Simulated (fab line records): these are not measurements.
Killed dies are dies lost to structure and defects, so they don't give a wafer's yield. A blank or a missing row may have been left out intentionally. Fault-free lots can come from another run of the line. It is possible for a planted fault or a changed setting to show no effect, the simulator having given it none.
Matching of chambers	flow n5_finfet	N5_DUMMY_GATE_ALD_02 on ald_sin-04 has 4 sister chambers
The step deposits SiO2, target thk 2 nm, pulse time 1 s. 4 wafers are shown with their chamber, then 8 later ones without.

## EACH WAFER AND ITS CHAMBER
wafer	chamber	heater_power_w (W)
L080.4	2	521
L088.3	1	449
L088.6	0	488
L090.4	3	455

## WAFERS MISSING THEIR CHAMBER
wafer	heater_power_w (W)
L090.5	450
L090.6	476
L094.2	472
L094.4	456
L094.6	456
L096.2	481
L096.4	447
L096.6	474

## THE CHAMBER EACH PASSED THROUGH
wafer	from the rows above	in truth
L090.5	can't be placed: 1 or 3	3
L090.6	can't be placed: 0 or 3 or 1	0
L094.2	can't be placed: 0 or 3 or 1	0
L094.4	can't be placed: 3 or 1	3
L094.6	can't be placed: 3 or 1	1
L096.2	0	0
L096.4	can't be placed: 1 or 3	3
L096.6	can't be placed: 0 or 3 or 1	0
Placed correctly: 1 of 8. Cannot be placed on the basis of these rows: 7; the candidates contain the true chamber in 7. Placed wrongly: 0.
How it was worked out, from the rows above alone: a wafer's distance from a chamber is the root of the sum, over the readings, of the square of ((its reading less the chamber's mean) divided by the reading's scatter). If the next closest chamber is less than 2 further off than the closest, the wafer can't be placed; otherwise it belongs to the closest. Each chamber's mean is taken over the wafers shown for it. The scatter (one wafer shown for each chamber): square how far every hidden wafer sits from the nearest shown wafer, average those squares and take the square root.
